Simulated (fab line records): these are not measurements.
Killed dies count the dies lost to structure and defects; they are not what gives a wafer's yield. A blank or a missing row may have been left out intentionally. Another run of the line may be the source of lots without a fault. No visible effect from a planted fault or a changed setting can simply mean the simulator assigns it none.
Lot-split experiment / flow n5 finfet / 21 wafers read from 7 lots, route of 1938 steps

ABOUT THE SPLIT
At N5_BEOL_M13_EXPOSE_25 (exposes mask M13, target cd 210 nm), the setting dose mj was moved away from the recipe's 22 on 8 of the 21 wafers read, by +3.5% to +7.0%. The other wafers ran this setting at the recipe's value.

FROM THE SPLIT TO THE READING: what the file shows between them, 3 steps
- N5_BEOL_M13_PEB_26: peb time 90 s
- N5_BEOL_M13_DEVELOP_27: develop time 45 s
- N5_BEOL_M13_HARDBAKE_32: time 120 s

THE READING
cd nm (nm) at N5_BEOL_M13_CD_MEAS_28, where the cd target is 209.5 nm. On this fab line, fault-free wafers typically give 209.5 nm with a standard deviation of 0.88 nm.

wafer=L076.2; tool, chamber at the split=krf scanner-01, 0; dose mj as run=22; against the recipe=recipe; cd nm, nm=208.6; against lot-mates on the recipe=-
wafer=L076.4; tool, chamber at the split=krf scanner-01, 0; dose mj as run=22; against the recipe=recipe; cd nm, nm=208.1; against lot-mates on the recipe=-
wafer=L076.5; tool, chamber at the split=krf scanner-01, 0; dose mj as run=22; against the recipe=recipe; cd nm, nm=209.4; against lot-mates on the recipe=-
wafer=L082.1; tool, chamber at the split=krf scanner-01, 0; dose mj as run=22; against the recipe=recipe; cd nm, nm=209.3; against lot-mates on the recipe=-
wafer=L082.2; tool, chamber at the split=krf scanner-01, 0; dose mj as run=23.33; against the recipe=+6.0%; cd nm, nm=215.3; against lot-mates on the recipe=+6.0
wafer=L082.3; tool, chamber at the split=krf scanner-01, 0; dose mj as run=23.33; against the recipe=+6.0%; cd nm, nm=215.2; against lot-mates on the recipe=+5.9
wafer=L088.4; tool, chamber at the split=krf scanner-01, 0; dose mj as run=22; against the recipe=recipe; cd nm, nm=209.7; against lot-mates on the recipe=-
wafer=L088.5; tool, chamber at the split=krf scanner-01, 0; dose mj as run=22.76; against the recipe=+3.5%; cd nm, nm=213.6; against lot-mates on the recipe=+3.9
wafer=L088.6; tool, chamber at the split=krf scanner-01, 0; dose mj as run=22.76; against the recipe=+3.5%; cd nm, nm=212.7; against lot-mates on the recipe=+3.0
wafer=L087.2; tool, chamber at the split=krf scanner-01, 0; dose mj as run=22; against the recipe=recipe; cd nm, nm=210.1; against lot-mates on the recipe=-
wafer=L087.3; tool, chamber at the split=krf scanner-01, 0; dose mj as run=22; against the recipe=recipe; cd nm, nm=210.5; against lot-mates on the recipe=-
wafer=L087.6; tool, chamber at the split=krf scanner-01, 0; dose mj as run=22; against the recipe=recipe; cd nm, nm=209.2; against lot-mates on the recipe=-
wafer=L086.2; tool, chamber at the split=krf scanner-01, 0; dose mj as run=22; against the recipe=recipe; cd nm, nm=208.8; against lot-mates on the recipe=-
wafer=L086.5; tool, chamber at the split=krf scanner-01, 0; dose mj as run=22.9; against the recipe=+4.1%; cd nm, nm=212.7; against lot-mates on the recipe=+4.1
wafer=L086.6; tool, chamber at the split=krf scanner-01, 0; dose mj as run=22; against the recipe=recipe; cd nm, nm=208.3; against lot-mates on the recipe=-
wafer=L089.1; tool, chamber at the split=krf scanner-02, 0; dose mj as run=22; against the recipe=recipe; cd nm, nm=210.0; against lot-mates on the recipe=-
wafer=L089.5; tool, chamber at the split=krf scanner-02, 0; dose mj as run=23.53; against the recipe=+7.0%; cd nm, nm=217.0; against lot-mates on the recipe=+7.2
wafer=L089.6; tool, chamber at the split=krf scanner-02, 0; dose mj as run=22; against the recipe=recipe; cd nm, nm=209.5; against lot-mates on the recipe=-
wafer=L091.3; tool, chamber at the split=krf scanner-02, 0; dose mj as run=22; against the recipe=recipe; cd nm, nm=208.9; against lot-mates on the recipe=-
wafer=L091.4; tool, chamber at the split=krf scanner-02, 0; dose mj as run=23.23; against the recipe=+5.6%; cd nm, nm=215.0; against lot-mates on the recipe=+6.1
wafer=L091.5; tool, chamber at the split=krf scanner-02, 0; dose mj as run=23.23; against the recipe=+5.6%; cd nm, nm=214.5; against lot-mates on the recipe=+5.6

FIT RESULTS
A straight line over all 21 wafers: cd nm changes by +1.02 nm for each +1% of dose mj; r = +0.97; the points scatter about the line by 0.65 nm.
The same after taking each lot's own level away (the mean of its wafers on the recipe; 21 wafers): +1.02 nm for each +1%; r = +0.99; scatter 0.38 nm.
According to that fit, moving dose mj by its largest amount changes the reading by 7.1 nm.
Measured against the standard deviation above, the lots' own levels, which go from 208.55 to 209.93 nm, span 1.6 times it.
Consequently the slope shifts little with the lot-to-lot level, the two slopes agreeing.
Check: for one of the wafers moved furthest among these (+7.0%), held out of the fit, the line's prediction against its lot-mates is +7.03 nm. It came out at +7.25 nm against them.

THE OTHER SPLITS THESE WAFERS WENT THROUGH
Note: prior to the reading, these wafers also went through further splits. Each is held against what the fit with the lots' levels taken away leaves over:
other split on the same wafers=N5_BEOL_M11_COAT_05 spin rpm; wafers away from the commonest value=7; r with cd nm (lot level and that fit taken away)=-0.10
other split on the same wafers=N5_BEOL_M12_PEB_08 peb time s; wafers away from the commonest value=8; r with cd nm (lot level and that fit taken away)=-0.35
other split on the same wafers=N5_BEOL_M12_ETCH_59 h2 flow sccm; wafers away from the commonest value=2; r with cd nm (lot level and that fit taken away)=-0.01

THE WHOLE CHAIN: every reading that the file lists as answering this split, in the file's order
step=N5_BEOL_M13_CD_MEAS_28; what it does=target cd 209.5 nm; reading=cd nm; change (the file's fit)=+1.02 nm for each +1% of the setting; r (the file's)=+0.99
step=N5_BEOL_M13_DESCUM_33; what it does=chemistry O2, time 7.9 s; reading=BEOL_M13.cd nm (the simulator's own value, which no gauge read); change (the file's fit)=+1.02 nm for each +1% of the setting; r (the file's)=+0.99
step=N5_BEOL_M13_ETCH_67; what it does=etches SiARC in CF4, target depth 143 nm, time 238.3 s; reading=BEOL_M13.cd nm (the simulator's own value, which no gauge read); change (the file's fit)=+1.07 nm for each +1% of the setting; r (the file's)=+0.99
step=N5_BEOL_M13_ETCH_68; what it does=etches SOC in N2/H2, time 355 s; reading=BEOL_M13.cd nm (the simulator's own value, which no gauge read); change (the file's fit)=+0.963 nm for each +1% of the setting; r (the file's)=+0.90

FILE'S OWN FIT
cd nm changes by +1.02 nm for each +1% of dose mj, r = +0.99.
